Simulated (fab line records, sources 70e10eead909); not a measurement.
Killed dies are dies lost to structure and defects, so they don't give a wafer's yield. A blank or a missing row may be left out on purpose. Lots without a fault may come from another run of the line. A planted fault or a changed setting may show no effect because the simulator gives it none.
Chamber matching | flow nand_harc | NHARC_A_BONDPAD_DESCUM_11 on rie_diel-03: 4 sister chambers
The step chemistry O2, time 3 s. 14 wafers are shown with their chamber, then 7 later ones without.

WAFERS WITH THEIR CHAMBER
wafer  | chamber | showerhead_plenum_p_Torr (Torr) | drypump_motor_current_A (A) | oes_product_au (a.u.)
L340.1 | 2       | 2.03                            | 5.7                         | 0.995
L340.2 | 3       | 2.08                            | 5.3                         | 0.996
L340.6 | 0       | 1.91                            | 5.6                         | 0.989
L339.1 | 2       | 2.03                            | 5.7                         | 0.999
L339.3 | 3       | 2.07                            | 5.3                         | 1.001
L339.6 | 3       | 2.08                            | 5.3                         | 1.005
L337.1 | 2       | 2.03                            | 5.7                         | 1.005
L337.4 | 1       | 1.78                            | 6.4                         | 0.979
L337.6 | 3       | 2.07                            | 5.3                         | 1.006
L341.1 | 2       | 2.03                            | 5.7                         | 0.993
L341.3 | 1       | 1.78                            | 6.4                         | 0.974
L341.4 | 0       | 1.91                            | 5.5                         | 0.983
L344.1 | 1       | 1.78                            | 6.4                         | 0.971
L344.3 | 0       | 1.91                            | 5.5                         | 0.984

SIGNATURES (means of the wafers above)
reading                  | chamber 0 | chamber 1 | chamber 2 | chamber 3 | scatter within a chamber
showerhead_plenum_p_Torr | 1.9100    | 1.7800    | 2.0300    | 2.0750    | 0.00316
drypump_motor_current_A  | 5.533     | 6.400     | 5.700     | 5.300     | 0.0258
oes_product_au           | 0.98533   | 0.97467   | 0.99800   | 1.00200   | 0.00446
Rule: a wafer's distance from a chamber is the root of the sum, over the readings, of the square of ((its reading less the chamber's mean) divided by the reading's scatter). The wafer belongs to the nearest chamber; if the next one is less than 2 further off, it can't be placed. The scatter: the root of (the sum of the squares of (reading less its chamber's mean) over the shown wafers, divided by (wafers less chambers)).

WAFERS WITHOUT THEIR CHAMBER
wafer  | showerhead_plenum_p_Torr (Torr) | drypump_motor_current_A (A) | oes_product_au (a.u.)
L344.4 | 2.07                            | 5.3                         | 1.004
L348.4 | 2.07                            | 5.3                         | 1.001
L348.5 | 2.02                            | 5.7                         | 0.992
L348.6 | 1.78                            | 6.4                         | 0.983
L356.1 | 2.02                            | 5.7                         | 0.999
L356.2 | 2.07                            | 5.2                         | 1.008
L356.4 | 1.91                            | 5.6                         | 0.982

WHICH CHAMBER EACH WENT THROUGH
wafer  | from the rows above | in truth
L344.4 | 3                   | 3
L348.4 | 3                   | 3
L348.5 | 2                   | 2
L348.6 | 1                   | 1
L356.1 | 2                   | 2
L356.2 | 3                   | 3
L356.4 | 0                   | 0
Placed correctly: 7 of 7. Can't be placed from these rows: 0. Placed wrongly: 0.
